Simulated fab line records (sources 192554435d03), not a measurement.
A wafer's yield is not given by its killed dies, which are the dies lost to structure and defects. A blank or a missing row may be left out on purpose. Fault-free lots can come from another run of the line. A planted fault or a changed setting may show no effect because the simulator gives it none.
A lot that was struck, set against a sound lot -- flow n5Finfet -- 19 steps out of a route of 1938
Sound: these wafers, L957.1, L957.4, L957.5. Wafers struck: L968.2, L968.4, L968.5. The cause is given at the end.
At each step with rows: each side's tool, then ch and its chambers, then its first start. Under that, the readings that differ: sound wafers -- struck wafers -- difference of the means -- sigmas: that difference in standard deviations of wafers without a fault.
alike: same words and numbers on both sides, and readings whose means sit less than 2 such deviations apart. not compared: any withheld reading, any reading some wafer has no value for, any bound like >300 that may hide the same value, and any number with overlapping values for which the record gives no deviation.
The two part at a step that has a row with sigmas, a row that says differs or no value, or rows on one side only. When numbers do not overlap yet have no deviation, they are printed without sigmas and do not part them. A reading missing from all wafers of one side parts the sides only when that side holds two or more wafers.

N5_BEOL_M12_ETCH_68: etches SOC in N2/H2, time 285 s.
  sound on rieDiel-05 ch 1,3, day 12 14:48; struck on rieDiel-06 ch 0,1, day 15 08:49
reading,sound,struck,difference,sigmas
rfVppV (V),527.2 528.7 526.6,520.9 520.4 523.9,-5.8,-3
showerheadPlenumPTorr (Torr),2.67 2.67 2.66,2.46 2.46 2.51,-0.19,-3
  alike: drypumpMotorCurrentA, h2FlowSccm, oesProductAu, throttleValvePct
  not compared: rfHoursCounterH
then, 1 step without rows for these wafers: N5_BEOL_M12_STRIP_69 (strips in N2/H2).
N5_BEOL_M12_TRENCH_ETCH_34: etches SiOC in C4F8/O2/Ar, target depth 318.95 nm, time 125.5 s.
  sound on rieDiel-05 ch 1,3, day 12 14:59; struck on rieDiel-06 ch 0,1, day 15 08:59
reading,sound,struck,difference,sigmas
rfVppV (V),670.4 670.9 669.4,662.2 662.5 665.3,-6.9,-3
showerheadPlenumPTorr (Torr),3.57 3.57 3.55,3.29 3.29 3.40,-0.24,-3
  alike: C4F8_flow_sccm, drypumpMotorCurrentA, oesProductAu, throttleValvePct
  not compared: rfHoursCounterH
then, 1 step without rows for these wafers: N5_BEOL_M12_STRIP_70 (strips in C4F8/O2/Ar).
N5_BEOL_M12_OCD_MEAS_35:
  sound on ocd-01 at day 12 15:08; struck on ocd-02 at day 15 09:09
  alike: trenchDepthNm
N5_BEOL_M12_STRIP_37: strips in N2/H2.
  sound on plasmaAsher-02 ch 0,1, day 12 15:10; struck on plasmaAsher-02 ch 0, day 15 09:11
  alike: drypumpMotorCurrentA, h2FlowSccm, heaterPowerW, oesProductAu
  not compared: rfHoursCounterH
N5_BEOL_M12_ETCH_38: etches SiCN in CF4/N2, target depth 68.7 nm, time 73.4 s.
  sound on rieDiel-05 ch 0,1,3, day 12 16:05; struck on rieDiel-05 ch 0,1,2, day 15 09:53
  alike: drypumpMotorCurrentA, oesProductAu, rfVppV, showerheadPlenumPTorr, throttleValvePct
  not compared: rfHoursCounterH
then, 5 steps without rows for these wafers: N5_BEOL_M12_PRECLEAN_39 (cleans in residue remover, time 60 s); N5_BEOL_M12_SRD_40 (time 30 s, dry time 30 s); N5_BEOL_M12_DEGAS_41 (time 60 s); N5_BEOL_M12_PRE_CLEAN_42 (time 30 s); N5_BEOL_M12_SPUTTER_43 (material TaN, target thk 15 nm, time 24.19 s).
N5_BEOL_M12_SPUTTER_44: material Ta, target thk 10 nm, time 16.13 s.
  sound on pvdSputter-01 at day 12 16:37; struck on pvdSputter-03 at day 15 10:41
reading,sound,struck,difference,sigmas
cathodeDcPowerW (W),15001 15001 14994,12370 12369 12367,-2630,-99 or more
model.Ta_of_BEOL_M12_SPUTTER_44.thkNm (nm),10.2 10 10,8 8.2 8.2,-2,
  alike: substrateTempC, throttleValvePct
N5_BEOL_M12_SPUTTER_45: material Cu, target thk 80 nm, time 13.33 s.
  sound on pvdSputter-01 at day 12 16:41; struck on pvdSputter-03 at day 15 10:46
  alike: cathodeDcPowerW, substrateTempC, throttleValvePct
then, 2 steps without rows for these wafers: N5_BEOL_M12_ECD_47 (material Cu, target thk 720 nm); N5_BEOL_M12_ANNEAL_48 (time 90 s).
N5_BEOL_M12_CMP_49: polishes, stops on SiOC, t overpolish 20.6 s, target thk 320 nm.
  sound on cmp-02 ch 0,2,3, day 12 17:15; struck on cmp-03 ch 0,1,2, day 15 11:21
reading,sound,struck,difference,sigmas
barrierFieldEndpointS (s),30.7 29.6 29.8,28.4 28.1 27.0,-2.2,-3
  alike: motorCurrentA, platenRpm
N5_BEOL_M12_THK_MEAS_50: measures by xrf.
  sound on filmMetro-02 at day 12 17:33; struck on filmMetro-02 at day 15 11:37
  alike: M12_THK
N5_PASSIVATION_PROBE_49:
  sound on prober-02 at day 14 03:12; struck on prober-02 at day 17 04:12
  alike: defectLimitedYield, killed_at_M0_to_M3, killed_at_M4_up, killedAtContacts, killedAtFrontEnd, killedAtOther, killedDies, killedOpen, killedShort, sort_bin_5_function, sort_bin_6_memory, sortNPass, sortYieldPct

== WHERE THEY PART ==
First at N5_BEOL_M12_ETCH_68; last, within this record, at N5_BEOL_M12_CMP_49. Later steps at which nothing parts them and some readings are alike: N5_BEOL_M12_THK_MEAS_50, N5_PASSIVATION_PROBE_49.

WHY: whatever the simulator had introduced
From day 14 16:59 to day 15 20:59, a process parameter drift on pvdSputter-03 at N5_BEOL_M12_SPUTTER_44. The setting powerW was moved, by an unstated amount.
